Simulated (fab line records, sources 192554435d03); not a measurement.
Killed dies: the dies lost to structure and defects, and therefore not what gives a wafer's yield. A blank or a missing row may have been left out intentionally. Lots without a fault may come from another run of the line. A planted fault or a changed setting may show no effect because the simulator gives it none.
Split-lot study + flow n5_finfet + 39 wafers read from 7 lots, route of 1938 steps

## ON THE SPLIT
At N5_DUMMY_GATE_ETCH_32 (etches SiO2 in CF4, target depth 3.5 nm, time 3.9 s), the setting time_s was moved away from the recipe's 3.9 s on 15 of the 39 wafers read, by +10.3% to +19.4%. This setting was run at the recipe's value on the other wafers.

Reading taken at the split's own step.

## THE READING
etch.depth_nm (the simulator's own value, which no gauge read), in nm, at N5_DUMMY_GATE_ETCH_32 (etches SiO2 in CF4, target depth 3.5 nm, time 3.9 s). There is no usual value for it anywhere in the file. Here, 24 wafers ran the recipe; their average is 3.495 nm with a standard deviation of 0.094 nm.

| wafer  | tool, chamber at the split | time_s as run, s | against the recipe | etch.depth_nm, nm | against lot-mates on the recipe |
|--------|----------------------------|------------------|--------------------|-------------------|---------------------------------|
| L077.2 | rie_si-02, 3               | 3.9              | recipe             | 3.554             | -                               |
| L077.3 | rie_si-02, 0               | 3.9              | recipe             | 3.409             | -                               |
| L077.6 | rie_si-02, 3               | 3.9              | recipe             | 3.549             | -                               |
| L082.1 | rie_si-04, 2               | 4.548            | +16.6%             | 3.875             | +0.514                          |
| L082.2 | rie_si-04, 0               | 4.548            | +16.6%             | 4.094             | +0.733                          |
| L082.3 | rie_si-04, 3               | 4.548            | +16.6%             | 4.118             | +0.757                          |
| L082.4 | rie_si-04, 1               | 3.9              | recipe             | 3.374             | -                               |
| L082.5 | rie_si-04, 1               | 3.9              | recipe             | 3.382             | -                               |
| L082.6 | rie_si-04, 2               | 3.9              | recipe             | 3.326             | -                               |
| L083.1 | rie_si-02, 2               | 4.498            | +15.3%             | 3.985             | +0.481                          |
| L083.2 | rie_si-02, 3               | 4.498            | +15.3%             | 4.179             | +0.675                          |
| L083.3 | rie_si-02, 1               | 3.9              | recipe             | 3.421             | -                               |
| L083.4 | rie_si-02, 0               | 3.9              | recipe             | 3.48              | -                               |
| L083.5 | rie_si-02, 3               | 3.9              | recipe             | 3.611             | -                               |
| L083.6 | rie_si-02, 0               | 4.498            | +15.3%             | 3.982             | +0.478                          |
| L087.1 | rie_si-04, 3               | 4.658            | +19.4%             | 4.262             | +0.844                          |
| L087.2 | rie_si-04, 2               | 4.658            | +19.4%             | 4.027             | +0.609                          |
| L087.3 | rie_si-04, 1               | 3.9              | recipe             | 3.43              | -                               |
| L087.4 | rie_si-04, 0               | 4.658            | +19.4%             | 4.264             | +0.846                          |
| L087.5 | rie_si-04, 1               | 3.9              | recipe             | 3.445             | -                               |
| L087.6 | rie_si-04, 2               | 3.9              | recipe             | 3.378             | -                               |
| L089.1 | rie_si-05, 1               | 3.9              | recipe             | 3.596             | -                               |
| L089.2 | rie_si-05, 2               | 3.9              | recipe             | 3.549             | -                               |
| L089.3 | rie_si-05, 3               | 3.9              | recipe             | 3.616             | -                               |
| L089.4 | rie_si-05, 0               | 3.9              | recipe             | 3.628             | -                               |
| L089.5 | rie_si-05, 3               | 3.9              | recipe             | 3.603             | -                               |
| L089.6 | rie_si-05, 2               | 3.9              | recipe             | 3.519             | -                               |
| L091.1 | rie_si-05, 1               | 3.9              | recipe             | 3.586             | -                               |
| L091.2 | rie_si-05, 3               | 4.381            | +12.3%             | 4.057             | +0.484                          |
| L091.3 | rie_si-05, 2               | 3.9              | recipe             | 3.502             | -                               |
| L091.4 | rie_si-05, 0               | 4.381            | +12.3%             | 4.073             | +0.500                          |
| L091.5 | rie_si-05, 1               | 4.381            | +12.3%             | 3.99              | +0.417                          |
| L091.6 | rie_si-05, 0               | 3.9              | recipe             | 3.631             | -                               |
| L097.1 | rie_si-04, 2               | 4.303            | +10.3%             | 3.68              | +0.247                          |
| L097.2 | rie_si-04, 3               | 4.303            | +10.3%             | 3.925             | +0.492                          |
| L097.3 | rie_si-04, 1               | 3.9              | recipe             | 3.433             | -                               |
| L097.4 | rie_si-04, 0               | 3.9              | recipe             | 3.499             | -                               |
| L097.5 | rie_si-04, 1               | 4.303            | +10.3%             | 3.797             | +0.364                          |
| L097.6 | rie_si-04, 2               | 3.9              | recipe             | 3.368             | -                               |

FIT RESULTS
A straight line over all 39 wafers: etch.depth_nm changes by +0.0353 nm for each +1% of time_s; r = +0.93; the points scatter about the line by 0.1 nm.
The same after taking each lot's own level away (the mean of its wafers on the recipe; 39 wafers): +0.0384 nm for each +1%; r = +0.97; scatter 0.075 nm.
On that fit, the largest move of time_s shifts the reading by 0.75 nm.
The span of the lots' own levels, 3.3607 to 3.5852 nm, comes to 2.4 times the standard deviation stated above.
Consequently the slope shifts little with the lot-to-lot level, the two slopes agreeing.
Check: with one of the wafers moved furthest among these (+19.4%) left out of the fit, the line predicts +0.731 nm for it against its lot-mates. It came out at +0.844 nm against them.

## FILE'S OWN FIT
etch.depth_nm changes by +0.0383 nm for each +1% of time_s, r = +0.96.
